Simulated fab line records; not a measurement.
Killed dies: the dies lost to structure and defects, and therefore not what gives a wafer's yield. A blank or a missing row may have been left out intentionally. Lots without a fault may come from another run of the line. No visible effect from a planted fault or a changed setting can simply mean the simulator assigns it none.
fab line records -- flow n5Finfet
[record] lots = 5, wafers = 15, lastDay = 17
route steps=1938 shown MOL_CONTACT_COAG@553
lots that met no fault: from a run of the same line without faults
startH: hours from the record's first day to the start of the lot's first wafer shown -- waitH: hours elapsed since this lot's preceding step -- " same as the row above -- L1.1+2: several wafers, shown together as one row -- - no value present, or no start provided -- * or withheld: withheld -- < > ~ a bound
route shown NAME@n: a module of which the file shows steps, and the number in the route of the first -- usual: mean/standard deviation of fault-free wafers -- same: alike in all rows -- chamber/n: place in a boat -- sites: each site's reading -- _std_site: standard deviation across them -- _edge_site: mean of outer sites minus mean of inner sites -- radiusMm: how far each site lies from the wafer's centre -- mask NAME#n: copy n -- behind: the last tool/chamber to shape the wafer -- hold: what put the lot on hold/how long, in hours/how the hold closed -- device: whichever transistor did not switch (one of n, p or np) -- end of line: the tests these same wafers got at the end of their route -- for a step that has no rows: nothing shown but its recipe -- killed: the dies lost at the first sort to structure and to defects; this is not the yield of the wafer -- map: per-die view of a wafer (x killed, . not killed, _ where there is no die)
set.NAME: the setting as run; set.NAME@STEP: as run at that earlier step -- model.NAME: the simulator's own value behind a step, which no gauge read
lots at selected steps of the route; one table per step, one row per wafer
services: from which hour (startH, from the record's first day; less than 0 if before it) a tool's chamber was out of use, for how many hours, and why
[[steps]]
[step N5_MOL_CONTACT_COAG_SRD_126]
[recipe] dryTimeS = 32, dry = n2Spin, spinRpm = 1500
[step N5_MOL_CONTACT_COAG_CMP_23]
[recipe] stopOn = SiO2, tOverpolishS = 1.5, postCmpClean = cuAlkaline, downForcePsi = 2, platenRpm = 50.289, padVelocityMS = 1.0006, targetThkNm = 0
[step N5_MOL_CONTACT_COAG_WET_ETCH_26]
[recipe] target = Co, targetDepthNm = 13
[step N5_MOL_CONTACT_COAG_WET_ETCH_116]
[recipe] chemistry = SC1-inhibited, targetDepthNm = 4.6, dry = ipaMarangoni, rinseTimeS = 30, rinseTempC = 23
[step N5_MOL_CONTACT_COAG_ALD_27]
[recipe] material = SiOC, targetThkA = 170, tempC = 400, aldPrecursorFamily = carbosiloxane, aldCoReactant = H2-plasma, pulseTimeS = 1.5, timeS = 2720, purgeTimeS = 2, coReactantPurgeTimeS = 2, aldCycles = 340, pressureTorr = 2
[step N5_MOL_CONTACT_COAG_CMP_28]
[recipe] stopOn = SiNx, tOverpolishS = 0.85, postCmpClean = alkalineBrush, downForcePsi = 4.15, platenRpm = 51.8, padVelocityMS = 1.0307, targetThkNm = 14.522
[step N5_MOL_CONTACT_COAG_ALD_123]
[recipe] material = SiNx, targetThkA = 50, tempC = 400, aldPrecursorFamily = SiH2I2, aldCoReactant = N2/H2-plasma, pulseTimeS = 1, purgeTimeS = 2, coReactantPurgeTimeS = 2, aldCycles = 100, pressureTorr = 2
[step N5_MOL_CONTACT_COAG_PECVD_31]
[recipe] material = SiO2, targetThkA = 460, tempC = 400, precursor = TEOS/O2, pressureTorr = 6.5, rfW = withheld, teosFlowSccm = withheld, gas = O2, flowSccm = 2650, timeS = 8.9
[step N5_MOL_CONTACT_COAG_COAT_75]
[recipe] resist = SOC, tempC = 250, timeS = 60, spinRpm = 1500, resistThkNm = 60
[step N5_MOL_CONTACT_COAG_COAT_76]
[recipe] resist = SiARC, tempC = 220, timeS = 60, spinRpm = 1500, resistThkNm = 10
[usual] chillPlateTempC = 23.00/0.1, dispensePressureKPa = 49/5, spinSpeedRpm = 1500.0/0.88
[same] timeS = 60
lot.wafer,tool,chamber,startH,waitH,chillPlateTempC,dispensePressureKPa,spinSpeedRpm,model.SiARC_of_MOL_CONTACT_COAG_COAT_76.thkNm
L553.1,lithoTrack-04,0,115.60,-,23.06,45,1501.0,10
L553.4,lithoTrack-04,0,115.60,-,22.91,45,1501.6,10
L553.5,lithoTrack-04,0,115.60,-,22.98,45,1501.6,10
L559.1,lithoTrack-04,0,150.59,-,23.07,45,1351.9,10.6
L559.5,lithoTrack-04,0,150.59,-,22.88,45,1350.8,10.6
L559.6,lithoTrack-04,0,150.59,-,22.75,45,1350.7,10.6
L560.2,lithoTrack-04,0,158.96,-,22.99,45,1350.8,10.4
L560.3,lithoTrack-04,0,158.96,-,23.00,45,1350.9,10.4
L560.6,lithoTrack-04,0,158.96,-,22.94,45,1351.5,10.4
L561.1,lithoTrack-04,0,168.44,-,23.12,45,1348.4,10.6
L561.2,lithoTrack-04,0,168.44,-,22.94,45,1350.4,10.6
L561.3,lithoTrack-04,0,168.44,-,23.08,45,1349.5,10.6
L569.1,lithoTrack-05,0,209.77,-,22.77,56,1499.9,10
L569.2,lithoTrack-05,0,209.77,-,22.76,56,1498.6,10
L569.5,lithoTrack-05,0,209.77,-,22.82,56,1500.8,10
[step N5_MOL_CONTACT_COAG_COAT_77]
[recipe] resist = underlayer, tempC = 205, timeS = 60, spinRpm = 1500, resistThkNm = 10
[step N5_MOL_CONTACT_COAG_COAT_78]
[recipe] resist = CAR-EUV, spinRpm = 1500, resistThkNm = 40
[step N5_MOL_CONTACT_COAG_EBR_80]
[recipe] solvent = PGMEA, ebrWidthMm = 1.5
[step N5_MOL_CONTACT_COAG_SOFTBAKE_79]
[recipe] tempC = 110, timeS = 60, resist = CAR-EUV
[step N5_MOL_CONTACT_COAG_EXPOSE_81]
[recipe] maskId = VG, na = 0.33, sourceShape = annular, sigmaInner = 0.3, sigmaOuter = 0.7, polarization = unpolarized, defocusNm = 0, doseMj = 59.5
[step N5_MOL_CONTACT_COAG_PEB_82]
[recipe] pebTempC = 100, pebTimeS = 60, resist = CAR-EUV
[step N5_MOL_CONTACT_COAG_DEVELOP_83]
[recipe] developTimeS = 30, developer = TMAH, resist = CAR-EUV, rinseLiquid = surfactantRinse, dry = airSpin, devTempC = 23
[step N5_MOL_CONTACT_COAG_DESCUM_88]
[recipe] chemistry = O2, timeS = 7, sourcePowerW = 50, biasPowerW = 20, pressureMtorr = 20, rfFrequencyHz = 2.712e+07, tempC = 40, resist = CAR-EUV, o2FlowSccm = 225
[step N5_MOL_CONTACT_COAG_ETCH_89]
[recipe] chemistry = N2/H2, target = underlayer, targetDepthA = 130, maskMaterial = CAR-EUV, timeS = 10.4, ionEnergyEv = 200, pressureMtorr = 30, sourceW = 840, biasW = 150, n2FlowSccm = 200, h2FlowSccm = 200, ends = cleared
[step N5_MOL_CONTACT_COAG_ETCH_90]
[recipe] chemistry = CF4, target = SiARC, targetDepthA = 130, maskMaterial = CAR-EUV, timeS = 21.7, ionEnergyEv = 80, pressureMtorr = 40, sourceW = 545, biasW = 36, Ar_flow_sccm = 100, cf4FlowSccm = 100, ends = cleared
[usual] biasW = 36.01/0.11, drypumpMotorCurrentA = 5.8/0.42, etchRfOnTimeS = 22.2/0.71, oesProductAu = 0.62/0.04, rfVppV = 184.1/1.2, showerheadPlenumPTorr = 2.13/0.071, throttleValvePct = 15.73/0.22
lot.wafer,tool,chamber,startH,waitH,biasW,drypumpMotorCurrentA,etchRfOnTimeS,oesProductAu,rfHoursCounterH,rfVppV,showerheadPlenumPTorr,throttleValvePct,model.etch.depthNm,model.CAR-EUV_of_MOL_CONTACT_COAG_COAT_78.thkNm
L553.1,rieDiel-05,1,116.62,0.0,35.99,6.5,23.2,0.57,211,182.7,2.04,15.82,9.994,17
L553.4,rieDiel-05,3,116.62,0.0,36.11,6.1,21.9,0.65,143,183.2,2.15,15.69,10.03,17
L553.5,rieDiel-05,1,116.62,0.0,36.03,6.5,23.3,0.58,-,181.9,2.04,15.80,10.01,16.8
L559.1,rieDiel-05,2,151.18,0.0,36.14,5.5,22.8,0.63,186,186.6,2.21,15.47,10.52,16.6
L559.5,rieDiel-05,0,151.18,0.0,35.92,5.6,24.2,0.59,-,185.0,2.12,15.99,10.54,16.6
L559.6,rieDiel-05,1,151.18,0.0,36.18,6.4,24.1,0.57,-,184.0,2.03,15.85,10.51,16.6
L560.2,rieDiel-04,3,159.54,0.0,36.00,5.7,23.1,0.60,205,184.3,2.21,16.01,10.49,16.4
L560.3,rieDiel-04,2,159.54,0.0,35.99,6.0,22.5,0.64,183,183.4,2.04,15.47,10.47,16.6
L560.6,rieDiel-04,0,159.54,0.0,35.85,5.6,23.0,0.68,-,183.5,2.09,15.30,10.5,16.6
L561.1,rieDiel-04,2,169.08,0.0,36.12,6.0,22.8,0.63,187,183.3,2.04,15.48,10.51,16.4
L561.2,rieDiel-04,3,169.08,0.0,36.01,5.7,23.2,0.60,210,184.2,2.20,16.00,10.53,16.6
L561.3,rieDiel-04,0,169.08,0.0,36.19,5.6,23.1,0.69,80,182.8,2.09,15.30,10.52,16.6
L569.1,rieDiel-05,0,210.22,0.0,35.93,5.6,22.6,0.58,218,183.1,2.12,16.02,9.958,17
L569.2,rieDiel-05,3,210.22,0.0,36.07,6.1,21.4,0.64,176,184.7,2.14,15.76,9.961,16.8
L569.5,rieDiel-05,1,210.22,0.0,36.15,6.5,22.9,0.56,-,181.2,2.03,15.88,9.965,17
[step N5_MOL_CONTACT_COAG_ALD_131]
[recipe] material = SiO2, targetThkA = 50, tempC = 100, aldPrecursorFamily = BDEAS, aldCoReactant = O2-plasma, pulseTimeS = 1, coReactantPulseTimeS = 1, purgeTimeS = 2, coReactantPurgeTimeS = 2, aldCycles = 35, pressureTorr = 2
[step N5_MOL_CONTACT_COAG_ETCHBACK_132]
[recipe] chemistry = CHF3, target = SiO2, targetDepthA = 100, timeS = 6.7, ionEnergyEv = 200, pressureMtorr = 30, sourceW = 610, biasW = 170, Ar_flow_sccm = 200, CHF3_flow_sccm = 50
[usual] biasW = 170.0/0.48, drypumpMotorCurrentA = 5.8/0.43, oes_ar_750_au = 0.73/0.048, oesProductAu = 0.73/0.051, rfVppV = 527/9, showerheadPlenumPTorr = 2.38/0.081, throttleValvePct = 18.81/0.25
[same] timeS = 6.7
lot.wafer,tool,chamber,startH,waitH,biasW,drypumpMotorCurrentA,oes_ar_750_au,oesProductAu,rfHoursCounterH,rfVppV,showerheadPlenumPTorr,throttleValvePct,model.CAR-EUV_of_MOL_CONTACT_COAG_COAT_78.thkNm
L553.1,rieDiel-05,0,116.90,0.1,169.4,5.6,0.71,0.71,185,540,2.36,19.07,15.6
L553.4,rieDiel-05,3,116.90,0.1,169.6,6.1,0.78,0.77,143,526,2.38,18.79,15.6
L553.5,rieDiel-05,0,116.90,0.1,169.7,5.6,0.72,0.72,-,539,2.36,19.06,15.4
L559.1,rieDiel-05,0,151.47,0.1,169.7,5.6,0.71,0.69,196,540,2.36,19.09,15.2
L559.5,rieDiel-05,3,151.47,0.1,170.2,6.1,0.78,0.77,-,527,2.38,18.79,15
L559.6,rieDiel-05,2,151.47,0.1,170.2,5.5,0.74,0.74,-,528,2.44,18.47,15.2
L560.2,rieDiel-02,2,159.80,0.1,170.8,6.4,0.86,0.85,60,537,2.52,18.64,15
L560.3,rieDiel-02,3,159.80,0.1,169.9,4.9,0.71,0.72,208,539,2.35,18.71,15
L560.6,rieDiel-02,3,159.80,0.1,169.6,4.9,0.71,0.72,-,539,2.35,18.70,15
L561.1,rieDiel-05,0,169.34,0.1,169.3,5.6,0.70,0.70,204,540,2.36,19.09,15
L561.2,rieDiel-05,1,169.34,0.1,170.6,6.5,0.68,0.66,229,526,2.27,19.00,15.2
L561.3,rieDiel-05,2,169.34,0.1,169.3,5.5,0.73,0.73,194,527,2.44,18.48,15.2
L569.1,rieDiel-05,3,210.48,0.1,170.2,6.1,0.75,0.74,176,526,2.37,18.83,15.6
L569.2,rieDiel-05,1,210.48,0.1,170.6,6.5,0.67,0.66,243,527,2.26,19.04,15.6
L569.5,rieDiel-05,2,210.48,0.1,170.0,5.5,0.72,0.72,-,528,2.44,18.51,15.6
[step N5_MOL_CONTACT_COAG_ETCH_91]
[recipe] chemistry = N2/H2, target = SOC, targetDepthA = 600, overetchA = 210, maskMaterial = SiARC, tempC = 40, timeS = 101.2, ionEnergyEv = 200, pressureMtorr = 30, sourceW = 840, biasW = 150, n2FlowSccm = 200, h2FlowSccm = 200
[usual] biasW = 149.9/0.52, drypumpMotorCurrentA = 5.8/0.43, oesProductAu = 0.62/0.037, rfVppV = 523.9/2.8, showerheadPlenumPTorr = 2.54/0.1, throttleValvePct = 17.94/0.26
[same] timeS = 101.2
lot.wafer,tool,chamber,startH,waitH,biasW,drypumpMotorCurrentA,oesProductAu,rfHoursCounterH,rfVppV,showerheadPlenumPTorr,throttleValvePct,model.SiARC_of_MOL_CONTACT_COAG_COAT_76.thkNm
L553.1,rieDiel-05,0,116.94,0.0,150.3,5.6,0.61,185,522.1,2.55,18.24,6
L553.4,rieDiel-05,3,116.94,0.0,150.7,6.1,0.64,143,523.8,2.54,17.81,5.8
L553.5,rieDiel-05,0,116.94,0.0,149.9,5.6,0.61,-,521.6,2.55,18.25,6
L559.1,rieDiel-05,0,151.50,0.0,149.8,5.6,0.60,196,523.3,2.54,18.26,6.4
L559.5,rieDiel-05,3,151.50,0.0,149.5,6.1,0.64,-,524.8,2.53,17.80,6.4
L559.6,rieDiel-05,2,151.50,0.0,150.5,5.5,0.62,-,526.6,2.65,17.82,6.4
L560.2,rieDiel-02,2,159.83,0.0,150.5,6.4,0.70,60,529.1,2.70,17.75,6
L560.3,rieDiel-02,3,159.83,0.0,149.9,4.9,0.59,208,523.9,2.53,17.93,6
L560.6,rieDiel-02,3,159.83,0.0,149.9,4.9,0.60,-,522.9,2.53,17.94,6
L561.1,rieDiel-05,0,169.38,0.0,150.7,5.6,0.60,204,522.8,2.54,18.27,6.4
L561.2,rieDiel-05,1,169.38,0.0,149.8,6.5,0.58,229,519.7,2.39,18.04,6.6
L561.3,rieDiel-05,2,169.38,0.0,150.5,5.6,0.61,194,527.0,2.65,17.82,6.4
L569.1,rieDiel-05,3,210.52,0.0,150.3,6.1,0.62,176,522.8,2.52,17.83,5.8
L569.2,rieDiel-05,1,210.52,0.0,150.0,6.5,0.57,243,521.0,2.38,18.05,6
L569.5,rieDiel-05,2,210.52,0.0,149.6,5.5,0.60,-,526.1,2.64,17.85,5.8
[step N5_MOL_CONTACT_COAG_STRIP_92]
[recipe] chemistry = N2/H2, tempC = 40, n2FlowSccm = 200, h2FlowSccm = 200, rfFrequencyHz = 6e+07
[[services]]
tool,chamber,startH,hours,kind
rieDiel-05,-,117.75,0.6,repair
rieDiel-05,-,126.84,0.3,repair
rieDiel-04,0,146.11,2.5,repair
rieDiel-02,0,205.33,-,clean
rieDiel-02,0,205.33,-,consumableReplace:focusRing
rieDiel-02,0,205.33,-,consumableReplace:showerhead
rieDiel-02,0,205.33,23.1,scheduledDown
rieDiel-02,0,205.33,23.1,ventCycle
[[key]]
[firstSign] step = N5_MOL_CONTACT_COAG_COAT_76, reading = spinSpeedRpm, direction = down, sigmas = 99+, usual = *, struck = *
effect none on later readings
[modelEffect] step = N5_MOL_CONTACT_COAG_COAT_76, value = SiARC_of_MOL_CONTACT_COAG_COAT_76.thkNm, without = 10, struck = 10.53
[modelEffect] step = N5_MOL_CONTACT_COAG_ETCH_90, value = etch.depthNm, without = 9.974, struck = 10.51
[modelEffect] step = N5_MOL_CONTACT_COAG_ETCHBACK_132, value = CAR-EUV_of_MOL_CONTACT_COAG_COAT_78.thkNm, without = 15.51, struck = 15.09
[modelEffect] step = N5_MOL_CONTACT_COAG_ETCH_91, value = SiARC_of_MOL_CONTACT_COAG_COAT_76.thkNm, without = 5.733, struck = 6.289
metAt N5_MOL_CONTACT_COAG_COAT_76
struckWafers L559.1,L559.5,L559.6,L560.2,L560.3,L560.6,L561.1,L561.2,L561.3
rowsEnd L559.1,L559.5,L559.6,L561.1,L561.2,L561.3
onsetBetween 115.60 150.59
[fault] kind = processParameterDrift, tool = lithoTrack-04, chamber = -, onsetH = 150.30, steps = N5_MOL_CONTACT_COAG_COAT_76, channel = spinRpm, offset = *, shape = step, actsIn = *, stated = *
// rowsEnd: these wafers met a further fault down the route, and their rows from its step on are left out
